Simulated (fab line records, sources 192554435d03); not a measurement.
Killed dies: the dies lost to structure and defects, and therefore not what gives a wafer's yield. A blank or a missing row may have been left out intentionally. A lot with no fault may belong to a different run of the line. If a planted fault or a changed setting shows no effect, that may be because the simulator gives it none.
Struck lot and sound lot, side by side | flow n5Finfet | 28 steps out of a route of 1938
Sound: the wafers L307.1, L307.4, L307.6. Struck: wafer L315.3; the same lot's L315.5 was not struck, so it is left out; see the end for the cause.
At each step with rows: each side's tool, then ch and its chambers, then its first start. Under that, the readings that differ: sound wafers | struck wafers | difference of the means | sigmas: that difference in standard deviations of wafers without a fault.
alike: readings whose means differ by less than 2 such deviations, and words and numbers that are the same on both sides. not compared: withheld readings, readings that some wafer has no value for, bounds like >300 that may hide the same value, and numbers for which the record gives no deviation and whose values overlap.
A row with sigmas, a row that says differs or no value, or rows on one side alone: a step with any of these is where the two part. Numbers that have no deviation but don't overlap get no sigmas and don't part them. A reading that every wafer of one side lacks parts them only if that side has two wafers or more.

first, 9 steps without rows for these wafers: N5_BEOL_M0_SAQP_PEB_38 (peb time 60 s); N5_BEOL_M0_SAQP_DEVELOP_39 (develop time 30 s); N5_BEOL_M0_SAQP_DESCUM_45 (chemistry O2, time 7 s); N5_BEOL_M0_SAQP_ETCH_88 (etches underlayer in N2/H2, target depth 6.5 nm, time 5.2 s); N5_BEOL_M0_SAQP_ETCH_73 (etches SiARC in CF4, target depth 19.5 nm, time 32.5 s); N5_BEOL_M0_SAQP_CUT_ETCH_46 (etches SOC in N2/H2, target depth 135 nm, overetch 27 nm, time 202.5 s); N5_BEOL_M0_SAQP_STRIP_74 (strips in N2/H2); N5_BEOL_M0_SAQP_STRIP_89 (strips in N2/H2); N5_BEOL_M0_SAQP_ALD_48 (deposits SiO2, target thk 20 nm, pulse time 1 s, co reactant pulse time 1 s).
N5_BEOL_M0_SAQP_ETCH_49: etches SiO2 in CF4/O2, target depth 37 nm.
  sound on rieDiel-01 ch 1,2,3, day 8 03:10; struck on rieDiel-01 ch 0, day 10 03:25
reading                                      | sound             | struck | difference | sigmas
rfVppV (V)                                   | 238 237 224       | 249    | +16        | +2
model.BEOL_M0_SAQP.featureDepthNm (nm)       | 37.2 36.2 36      | 51.2   | +14.7      | 
model.etch.depthNm (nm)                      | 37.24 36.21 36.06 | 51.26  | +14.76     | 
model.SOC_of_BEOL_M0_SAQP_COAT_69.thkNm (nm) | 70.6 71 71        | 63.2   | -7.7       | 
  alike: O2_flow_sccm, drypumpMotorCurrentA, mfcArSccm, oesProductAu, showerheadPlenumPTorr, throttleValvePct
  not compared: rfHoursCounterH
then, 10 steps without rows for these wafers: N5_BEOL_M0_SAQP_STRIP_75 (strips in CF4); N5_BEOL_M0_CUTY_COAT_50 (time 60 s, resist thk 15 nm); N5_BEOL_M0_CUTY_COAT_51 (resist thk 150 nm); N5_BEOL_M0_CUTY_EBR_52; N5_BEOL_M0_CUTY_SOFTBAKE_53 (time 60 s); N5_BEOL_M0_CUTY_EXPOSE_54 (exposes mask M0 ABLK); N5_BEOL_M0_CUTY_PEB_55 (peb time 60 s); N5_BEOL_M0_CUTY_DEVELOP_56 (develop time 30 s); N5_BEOL_M0_CUTY_DESCUM_61 (chemistry O2, time 7.9 s); N5_BEOL_M0_CUTY_ETCH_62 (etches SiARC in CF4, time 58.5 s).
N5_BEOL_M0_CUTY_ETCH_63: etches SOC in N2/H2, target depth 82.7 nm, overetch 16.5 nm, time 124 s.
  sound on rieDiel-06 ch 0,1, day 8 03:43; struck on rieDiel-04 ch 1, day 10 03:58
reading                 | sound             | struck | difference | sigmas
model.etch.depthNm (nm) | 70.53 71.05 71.06 | 63.3   | -7.6       | 
  alike: drypumpMotorCurrentA, h2FlowSccm, oesProductAu, rfVppV, showerheadPlenumPTorr, throttleValvePct
  not compared: rfHoursCounterH
then, 3 steps without rows for these wafers: N5_BEOL_M0_CUTY_STRIP_64 (strips in N2/H2); N5_BEOL_M0_ETCH_138 (etches SiCN in CH3F/O2, target depth 12 nm, time 31.6 s); N5_BEOL_M0_HM_OPEN_105 (chemistry Cl2/BCl3, target TiN, target depth 12 nm).
N5_BEOL_M0_STRIP_140: strips in CF4.
  sound on rieDiel-04 ch 0,2,3, day 8 05:29; struck on rieDiel-04 ch 1, day 10 10:25
reading                                      | sound       | struck | difference | sigmas
drypumpMotorCurrentA (A)                     | 6.1 6.0 5.5 | 5.1    | -0.8       | -2
model.SiO2_of_BEOL_M0_SAQP_ALD_48.thkNm (nm) | 11.2 12 12  | 5.6    | -6.1       | 
  alike: oesProductAu, powerW, rfVppV, showerheadPlenumPTorr, throttleValvePct
  not compared: rfHoursCounterH
then, 1 step without rows for these wafers: N5_BEOL_M0_STRIP_104 (strips in N2/H2).
N5_BEOL_M4_RC_MEAS_101:
  sound on prober-02 ch 0, day 10 01:52; struck on prober-01 ch 0, day 12 06:59
  alike: DIBL_N, DIBL_P, IOFF_N, IOFF_P, ION_N, ION_P, SS_N, SS_P, VT_N, VT_P
N5_PASSIVATION_PROBE_49:
  the record holds rows for the sound wafers here (prober-01, day 14 13:47) but none for the struck ones

## WHERE THEY PART
First at N5_BEOL_M0_SAQP_ETCH_49; last, within this record, at N5_PASSIVATION_PROBE_49.

WHY: what the simulator had put in
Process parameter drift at N5_BEOL_M0_SAQP_ETCH_49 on rieDiel-01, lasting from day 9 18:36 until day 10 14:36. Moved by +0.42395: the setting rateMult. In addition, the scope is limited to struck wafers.
